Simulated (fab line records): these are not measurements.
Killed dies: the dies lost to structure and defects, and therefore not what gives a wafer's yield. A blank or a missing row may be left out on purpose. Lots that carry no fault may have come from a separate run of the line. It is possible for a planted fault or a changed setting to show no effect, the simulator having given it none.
Code-filled problem report in 8D (eight disciplines) form || flow n5 finfet || the parts of the form that need people (team, actions taken, sign-off) are left out

1. PROBLEM STATEMENT
At N5_STI_FIN_REVEAL_INSPECT_13, raw defect count averages 261 over 4 wafers from 3 lots, while fault-free wafers read 13, standard deviation 5.2. That puts it +48 standard deviations away from the usual mean.
The step: inspects for defects (darkfield).
Earliest sighting: wafer L397.1 on defect inspect-01 at day 4 14:28. The record holds 15 wafers of 5 lots with a number at this step. By rule, "out" or "out of limits" means more than 4 standard deviations away from the usual mean. The rest of the wafers with a number are treated as sound.

2. WHAT IT IS, AND WHAT IT ISN'T
{"question": "which readings at this step", "is": "raw defect count", "is not": "-"}
{"question": "which lots", "is": "L397, L398, L399", "is not": "L391, L409"}
{"question": "which wafers of those lots", "is": "L397.1, L398.2, L399.1, L399.5", "is not": "L397.4, L397.6, L398.3, L398.6, L399.3"}
{"question": "read on which gauges", "is": "defect inspect-01, defect inspect-02", "is not": "-"}
{"question": "when", "is": "from day 4 14:28", "is not": "up to then (5 sound wafers); but 6 sound wafers of L398, L399, L409 came after"}

3. SUSPECTS, AND WHAT RULES EACH OUT
Counting: a tool at a process step up to the reading stays a suspect if it ran every lot that is out. Sound lots after the first of them don't rule it out here, since some wafers of a struck lot are sound.
- the gauge at N5_STI_FIN_REVEAL_INSPECT_13: ruled out. Those wafers that are out were read across 2 gauges (defect inspect-01, defect inspect-02).
- cmp-04 at N5_STI_FIN_REVEAL_CMP_04 (polishes, stops on Si3N4, t overpolish 4 s, target thk 131.83 nm): kept. It processed each lot that is out (first: L397, day 4 10:49); up to then, its last sound lot is L391 (day 2 22:50).
- cmp-04, N5_STI_FIN_REVEAL_CMP_04: wafers that are out in chamber 0, sound lot-mates in chambers 1, 2, 3.
Left after counting: cmp-04 at N5_STI_FIN_REVEAL_CMP_04.

4. THE CAUSE (what the simulator had put in)
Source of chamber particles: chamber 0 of cmp-04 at N5_STI_FIN_REVEAL_CMP_04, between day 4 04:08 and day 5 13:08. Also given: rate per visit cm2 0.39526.
This tool alone remained once counting was done.

5. THE CHAIN OF EFFECTS, in route order
One row per reading whose mean, taken over the struck wafers that have a number, lies over 3 standard deviations from the usual. Only readings for which the record gives a usual standard deviation are gone through. hours: the time from each lot's start at the first step in this table that gives one to its start at this step, as a median over the lots. sigmas: the change in usual standard deviations.
{"hours": 0, "step": "N5_STI_FIN_REVEAL_INSPECT_13", "reading": "raw defect count", "usual": 13, "on struck wafers": 261, "change": "+248", "sigmas": "+48"}
{"hours": 229, "step": "N5_PASSIVATION_PROBE_49", "reading": "defect limited yield", "usual": "91.3 %", "on struck wafers": 73.7, "change": -17.6, "sigmas": -14}
{"hours": 229, "step": "N5_PASSIVATION_PROBE_49", "reading": "killed at front end", "usual": 40, "on struck wafers": 256, "change": "+216", "sigmas": "+20"}
{"hours": 229, "step": "N5_PASSIVATION_PROBE_49", "reading": "killed dies", "usual": 102, "on struck wafers": 310, "change": "+208", "sigmas": "+14"}
{"hours": 229, "step": "N5_PASSIVATION_PROBE_49", "reading": "killed on rim", "usual": 13, "on struck wafers": 37, "change": "+24", "sigmas": "+7.1"}
{"hours": 229, "step": "N5_PASSIVATION_PROBE_49", "reading": "sort_bin_5_function", "usual": "5.1 %", "on struck wafers": 16.3, "change": "+11.2", "sigmas": "+13"}
{"hours": 229, "step": "N5_PASSIVATION_PROBE_49", "reading": "sort_bin_6_memory", "usual": "3.2 %", "on struck wafers": 8.6, "change": "+5.4", "sigmas": "+8.8"}
{"hours": 229, "step": "N5_PASSIVATION_PROBE_49", "reading": "sort n pass", "usual": 1078, "on struck wafers": 870, "change": -208, "sigmas": -14}
{"hours": 229, "step": "N5_PASSIVATION_PROBE_49", "reading": "sort yield pct", "usual": "91.3 %", "on struck wafers": 73.7, "change": -17.6, "sigmas": -14}
The process steps in it:
- N5_PASSIVATION_PROBE_49
Later steps that measure or inspect, where all struck wafers having a row at the step show a number for every such reading and not one has moved that far: N5_BEOL_M4_RC_MEAS_101.

6. HOW IT WOULD HAVE BEEN CAUGHT EARLIER
Counted from the fault's start at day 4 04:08, it took 10 hours until the first out-of-limits reading at a measuring or inspecting step in this record, taken at day 4 14:28.
Of the tool readings at N5_STI_FIN_REVEAL_CMP_04 for which the record gives a usual standard deviation, none was out on any struck wafer, so an alarm limit of 4 standard deviations on them would not have fired.
Among the 3 lots that are out, L398, L399 began N5_STI_FIN_REVEAL_CMP_04 on cmp-04 after day 4 14:28. A hold on the tool at that time would have spared those 2.
